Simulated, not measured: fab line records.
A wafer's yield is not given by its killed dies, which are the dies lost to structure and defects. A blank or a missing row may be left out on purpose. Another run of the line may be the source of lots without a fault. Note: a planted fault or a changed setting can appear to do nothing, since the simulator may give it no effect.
Struck lot and sound lot, side by side ; flow n5_finfet ; 28 steps out of a route of 1938
Sound: wafers L764.2, L764.5, L764.6. Wafers L751.3, L751.4, L751.5 were the ones struck. The cause comes at the end.
Each step with rows lists, per side, the tool, then ch with its chambers, then its first start. Under that, the readings that differ: sound wafers ; struck wafers ; difference of the means ; sigmas: that difference in standard deviations of wafers without a fault.
alike: readings whose means differ by less than 2 such deviations, and words and numbers that are the same on both sides. not compared: withheld readings, readings that some wafer has no value for, bounds like >300 that may hide the same value, and numbers for which the record gives no deviation and whose values overlap.
The two part at a step that has a row with sigmas, a row that says differs or no value, or rows on one side only. Numbers that don't overlap but have no deviation are shown without sigmas and don't part them. Lack of a reading on every wafer of one side parts them only where that side has two or more wafers.

first, 12 steps without rows for these wafers: N5_MOL_CONTACT_COAG_ETCH_89 (etches underlayer in N2/H2, target depth 13 nm, time 10.4 s); N5_MOL_CONTACT_COAG_ETCH_90 (etches SiARC in CF4, target depth 13 nm, time 21.7 s); N5_MOL_CONTACT_COAG_ALD_131 (deposits SiO2, target thk 5 nm, pulse time 1 s, co reactant pulse time 1 s); N5_MOL_CONTACT_COAG_ETCHBACK_132 (etches SiO2 in CHF3, target depth 10 nm, time 6.7 s); N5_MOL_CONTACT_COAG_ETCH_91 (etches SOC in N2/H2, target depth 60 nm, overetch 21 nm, time 101.2 s); N5_MOL_CONTACT_COAG_STRIP_92 (strips in N2/H2); N5_MOL_CONTACT_COAG_STRIP_93 (strips in N2/H2); N5_MOL_CONTACT_COAG_ETCHBACK_135 (etches SiO2 in CHF3, target depth 25 nm, time 16.7 s); N5_MOL_CONTACT_COAG_STRIP_118 (strips in CHF3); N5_MOL_CONTACT_COAG_VIA_ETCH_46 (etches SiO2 in C4F6/O2, target depth 46 nm, overetch 9.2 nm, time 40 s); N5_MOL_CONTACT_COAG_STRIP_96 (strips in N2/H2); N5_MOL_CONTACT_COAG_ETCH_47 (etches SiNx in CH3F/O2, stops on W, target depth 27 nm).
N5_MOL_CONTACT_COAG_STRIP_119: strips in N2/H2, time 30 s.
  sound on plasma_asher-01 ch 0,1, day 10 17:31; struck on plasma_asher-01 ch 0,1, day 7 08:54
  no value came back on the struck wafers for drypump_motor_current_A (A), h2_flow_sccm (sccm), heater_power_w (W); on the sound wafers drypump_motor_current_A (A) reads 6.3 6.0 6.3
  not compared: rf_hours_counter_h
then, 11 steps without rows for these wafers: N5_MOL_CONTACT_COAG_PRECLEAN_144 (cleans in alkaline clean, time 60 s); N5_MOL_CONTACT_COAG_SRD_145 (time 30 s); N5_MOL_CONTACT_COAG_COAT_62 (time 60 s, resist thk 60 nm); N5_MOL_CONTACT_COAG_COAT_63 (time 60 s, resist thk 10 nm); N5_MOL_CONTACT_COAG_COAT_64 (time 60 s, resist thk 10 nm); N5_MOL_CONTACT_COAG_COAT_34 (resist thk 40 nm); N5_MOL_CONTACT_COAG_EBR_36; N5_MOL_CONTACT_COAG_SOFTBAKE_35 (time 60 s); N5_MOL_CONTACT_COAG_EXPOSE_37 (exposes mask VD, defocus 0 nm); N5_MOL_CONTACT_COAG_PEB_38 (peb time 60 s); N5_MOL_CONTACT_COAG_DEVELOP_39 (develop time 30 s).
N5_MOL_CONTACT_COAG_INSPECT_42: inspects for defects (brightfield).
  sound on defect_inspect-02 at day 10 18:04; struck on defect_inspect-02 at day 7 09:26
reading;sound;struck;difference;sigmas
raw_defect_count;209 328 254;601 648 627;+362;+7
then, 1 step without rows for these wafers: N5_MOL_CONTACT_COAG_DESCUM_45 (chemistry O2, time 7 s).
-- a jump in the record: the struck wafers' starts before and after are 3 days apart (it breaks off in module MOL_CONTACT_COAG and resumes in module BEOL_M4, where the first step shown is number 1111 of the route) --
N5_BEOL_M4_RC_MEAS_101:
  sound on prober-01 ch 0, day 13 18:16; struck on prober-02 ch 0, day 10 02:32
  alike: DIBL_N, DIBL_P, IOFF_N, IOFF_P, ION_N, ION_P, SS_N, SS_P, VT_N, VT_P
-- a jump in the record: the struck wafers' starts before and after are 5 days apart (it breaks off in module BEOL_M4 and resumes in module PASSIVATION, where the first step shown is number 1936 of the route) --
N5_PASSIVATION_PROBE_49:
  the record has rows for the struck wafers here (prober-01, day 14 21:02) and none for the sound ones

WHERE THEY PART
At N5_MOL_CONTACT_COAG_STRIP_119 first; at N5_PASSIVATION_PROBE_49 last (within this record only).

WHY: what had been put in by the simulator
Skipped step whole: plasma_asher-01, from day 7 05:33 on, at N5_MOL_CONTACT_COAG_STRIP_119. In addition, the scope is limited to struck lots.
